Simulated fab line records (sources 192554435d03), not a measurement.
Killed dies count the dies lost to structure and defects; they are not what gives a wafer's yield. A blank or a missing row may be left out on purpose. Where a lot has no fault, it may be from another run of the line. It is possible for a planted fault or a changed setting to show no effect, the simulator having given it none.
Which of the tools did it?    flow n5-finfet    Sampling: 8 lots, 23 wafers, 6 of 1938 route steps

== WHAT THE GAUGES READ, wafer by wafer ==
N5_MOL_CONTACT_COAG_THK_MEAS_29.
lot   measured      on             MD_CAP_THK (nm)
L590  day 5 07:08   film-metro-01  17.73 17.73 17.87
L596  day 6 22:25   film-metro-01  17.93 17.83 17.87
L598  day 7 11:34   film-metro-01  18.03 17.92 17.91
L605  day 9 03:47   film-metro-02  17.94 17.93 31.73
L608  day 9 22:32   film-metro-02  17.85 31.73 31.72
L609  day 10 03:36  film-metro-01  17.80 17.88
L610  day 10 11:04  film-metro-01  17.88 17.91 17.79
L612  day 10 20:17  film-metro-02  17.81 17.93 17.92

== WHICH TOOL RAN EACH LOT (tool, then ch and the chambers of the sampled wafers, then the start) ==
lot   N5_HKMG_FIN_STRIP_90               N5_GATE_CUT_ETCH_56                N5_GATE_CUT_STRIP_59               N5_GATE_CUT_SAC_CAP_01             N5_GATE_CUT_ETCH_19
L590  rie-diel-03 ch 0,1,2, day 4 09:54  rie-metal-01 ch 0,1, day 4 12:01   rie-diel-02 ch 0,1,3, day 4 12:15  ald-sin-01 ch 0,2,3, day 4 12:31   rie-diel-04 ch 0,3, day 4 15:55
L596  rie-diel-06 ch 0,1,2, day 6 05:04  rie-metal-02 ch 0,1, day 6 07:08   rie-diel-05 ch 0,2,3, day 6 07:25  ald-sin-03 ch 1,2, day 6 07:44     rie-diel-04 ch 1,2, day 6 11:05
L598  rie-diel-01 ch 0,1,2, day 6 13:25  rie-metal-02 ch 0,1, day 6 15:38   rie-diel-04 ch 0,1, day 6 15:53    ald-sin-03 ch 0,1, day 6 16:06     rie-diel-05 ch 2,3, day 7 00:01
L605  rie-diel-03 ch 1,3, day 8 08:14    rie-metal-01 ch 0,1, day 8 10:20   rie-diel-05 ch 2,3, day 8 10:37    ald-sin-03 ch 0,1, day 8 11:25     rie-diel-05 ch 0,2, day 8 15:27
L608  rie-diel-01 ch 0,3, day 9 03:03    rie-metal-01 ch 0,1, day 9 05:08   rie-diel-02 ch 0,1, day 9 05:25    ald-sin-03 ch 1,3, day 9 05:37     rie-diel-04 ch 0,1, day 9 09:07
L609  rie-diel-03 ch 0,3, day 9 08:32    rie-metal-03 ch 0,1, day 9 10:37   rie-diel-04 ch 3, day 9 10:53      ald-sin-04 ch 0,1, day 9 11:07     rie-diel-04 ch 0, day 9 14:29
L610  rie-diel-06 ch 1,2, day 9 15:12    rie-metal-02 ch 0,1, day 9 17:19   rie-diel-04 ch 1,2, day 9 17:34    ald-sin-01 ch 0,2,3, day 9 17:46   rie-diel-04 ch 1,2, day 9 21:07
L612  rie-diel-03 ch 1,3, day 10 02:11   rie-metal-03 ch 0,1, day 10 04:16  rie-diel-05 ch 0,1, day 10 04:32   ald-sin-04 ch 0,2,3, day 10 04:45  rie-diel-05 ch 2,3, day 10 08:15
- N5_HKMG_FIN_STRIP_90: strips SOC in N2/H2, time 20 s.
- N5_GATE_CUT_ETCH_56: etches TiN in Cl2/Ar, target depth 21.6 nm.
- N5_GATE_CUT_STRIP_59: strips in N2/H2, time 20 s.
- N5_GATE_CUT_SAC_CAP_01: material SiNx, target thk 24 nm, pulse time 1 s, ald cycles 480.
- N5_GATE_CUT_ETCH_19: etches SiNx in CH3F/O2, target depth 53.7 nm, time 76.7 s.

== THE ANSWER, worked out from the rows above alone ==
Rule: usual is defined by the lots themselves. The widest of any qualifying gaps counts: lots, ordered by their means at a reading, are off when they make up no more than a third of the lots, leave a main group of 4 or more, and stand apart from it by 3 or more times the standard deviation of that group's means. A main group whose means are all the same, to the digits that the tables above print for the reading, isn't used. A lot without any number at a reading at which 4 lots or more have one is off too. Any other lot the step has rows for is counted as sound.
Off: L605, L608, seen at N5_MOL_CONTACT_COAG_THK_MEAS_29 (MD_CAP_THK). The main group has a mean of 17.87 nm with a standard deviation of 0.053.
A tool fits if, at a process step before that reading, it ran every lot that is off, and no sound lot after the first of them. Those tools and the gauges at N5_MOL_CONTACT_COAG_THK_MEAS_29 are tried in the same way. 2 tools fit, rie-metal-01 at N5_GATE_CUT_ETCH_56 and ald-sin-03 at N5_GATE_CUT_SAC_CAP_01, so this cannot tell which one it is.

== WHAT HAD BEEN PUT IN BY THE SIMULATOR ==
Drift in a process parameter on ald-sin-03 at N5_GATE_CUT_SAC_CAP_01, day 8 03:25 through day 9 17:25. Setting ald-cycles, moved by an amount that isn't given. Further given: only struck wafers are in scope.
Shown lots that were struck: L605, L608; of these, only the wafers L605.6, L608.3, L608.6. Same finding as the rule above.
